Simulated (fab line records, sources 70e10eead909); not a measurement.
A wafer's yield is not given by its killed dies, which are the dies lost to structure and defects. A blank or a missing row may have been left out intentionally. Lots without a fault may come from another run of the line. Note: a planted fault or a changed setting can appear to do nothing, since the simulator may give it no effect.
Matching of chambers || flow nandHarc || NHARC_A_STAIRCASE_DEP_301 on pecvd-04 has 3 sister chambers
The step deposits SiON, target thk 30 nm. 6 wafers are shown with their chamber, then 7 later ones without.

WAFERS PAIRED WITH THEIR CHAMBERS
{"wafer": "L082.1", "chamber": 0, "showerheadVppV (V)": 1182, "rfFwdPowerW (W)": 347.9}
{"wafer": "L087.1", "chamber": 1, "showerheadVppV (V)": 1127, "rfFwdPowerW (W)": 347.9}
{"wafer": "L087.2", "chamber": 0, "showerheadVppV (V)": 1202, "rfFwdPowerW (W)": 349.2}
{"wafer": "L087.4", "chamber": 2, "showerheadVppV (V)": 1096, "rfFwdPowerW (W)": 348.4}
{"wafer": "L090.1", "chamber": 1, "showerheadVppV (V)": 1125, "rfFwdPowerW (W)": 348.6}
{"wafer": "L090.3", "chamber": 2, "showerheadVppV (V)": 1089, "rfFwdPowerW (W)": 347.8}

WAFERS MISSING THEIR CHAMBER
{"wafer": "L090.6", "showerheadVppV (V)": 1068, "rfFwdPowerW (W)": 348.4}
{"wafer": "L092.2", "showerheadVppV (V)": 1098, "rfFwdPowerW (W)": 349.7}
{"wafer": "L092.3", "showerheadVppV (V)": 1112, "rfFwdPowerW (W)": 349.4}
{"wafer": "L092.4", "showerheadVppV (V)": 1085, "rfFwdPowerW (W)": 349.4}
{"wafer": "L094.1", "showerheadVppV (V)": 1209, "rfFwdPowerW (W)": 348.3}
{"wafer": "L094.3", "showerheadVppV (V)": 1097, "rfFwdPowerW (W)": 347.4}
{"wafer": "L094.6", "showerheadVppV (V)": 1094, "rfFwdPowerW (W)": 347.4}

WHICH CHAMBER EACH ONE RAN IN
{"wafer": "L090.6", "from the rows above": 2, "in truth": 2}
{"wafer": "L092.2", "from the rows above": "can't be placed: 2 or 1", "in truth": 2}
{"wafer": "L092.3", "from the rows above": "can't be placed: 1 or 2", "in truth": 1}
{"wafer": "L092.4", "from the rows above": 2, "in truth": 2}
{"wafer": "L094.1", "from the rows above": 0, "in truth": 0}
{"wafer": "L094.3", "from the rows above": 2, "in truth": 2}
{"wafer": "L094.6", "from the rows above": 2, "in truth": 2}
Correct placement for 5 of the 7. Not placeable from these rows: 2 (in 2, the candidates include the true chamber). Wrongly placed: 0.
How it was worked out, from the rows above alone: a wafer's distance from a chamber is the root of the sum, over the readings, of the square of ((its reading less the chamber's mean) divided by the reading's scatter). If the next closest chamber is less than 2 further off than the closest, the wafer can't be placed; otherwise it belongs to the closest. For every chamber, the mean is computed from those of its wafers that are shown. The scatter: take each reading less its chamber's mean, square it, sum over the shown wafers, divide by the number of wafers less the number of chambers, and take the root.
